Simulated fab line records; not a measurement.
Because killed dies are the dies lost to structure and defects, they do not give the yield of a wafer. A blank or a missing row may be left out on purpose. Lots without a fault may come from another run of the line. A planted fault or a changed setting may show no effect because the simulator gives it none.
Matching of chambers	flow nand_harc	pecvd-02 running NHARC_P_CONTACT_DEP_30: 3 sister chambers
The step deposits SiNx, target thk 30 nm. 3 wafers are shown with their chamber, then 9 later ones without.

== WAFERS PAIRED WITH THEIR CHAMBERS ==
wafer	chamber	heater_power_w (W)
L513.2	0	635
L519.1	1	719
L519.6	2	672

== WAFERS WITHOUT THEIR CHAMBER ==
wafer	heater_power_w (W)
L520.1	770
L520.4	754
L520.5	692
L523.4	715
L523.5	765
L523.6	639
L525.4	610
L525.5	676
L525.6	699

== THE CHAMBER EACH PASSED THROUGH ==
wafer	from the rows above	in truth
L520.1	can't be placed: 1 or 2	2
L520.4	can't be placed: 1 or 2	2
L520.5	can't be placed: 2 or 1 or 0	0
L523.4	can't be placed: 1 or 2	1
L523.5	can't be placed: 1 or 2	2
L523.6	can't be placed: 0 or 2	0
L525.4	can't be placed: 0 or 2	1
L525.5	can't be placed: 2 or 0 or 1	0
L525.6	can't be placed: 1 or 2 or 0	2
0 of 9 placed correctly. Cannot be placed on the basis of these rows: 9; the candidates contain the true chamber in 8. Number placed wrongly: 0.
How it was worked out, from the rows above alone: a wafer's distance from a chamber is the root of the sum, over the readings, of the square of ((its reading less the chamber's mean) divided by the reading's scatter). The wafer belongs to the nearest chamber; if the next one is less than 2 further off, it can't be placed. Each chamber's mean is taken over the wafers shown for it. The scatter: root of mean squared gap, hidden wafer to nearest shown wafer, with one shown wafer a chamber.
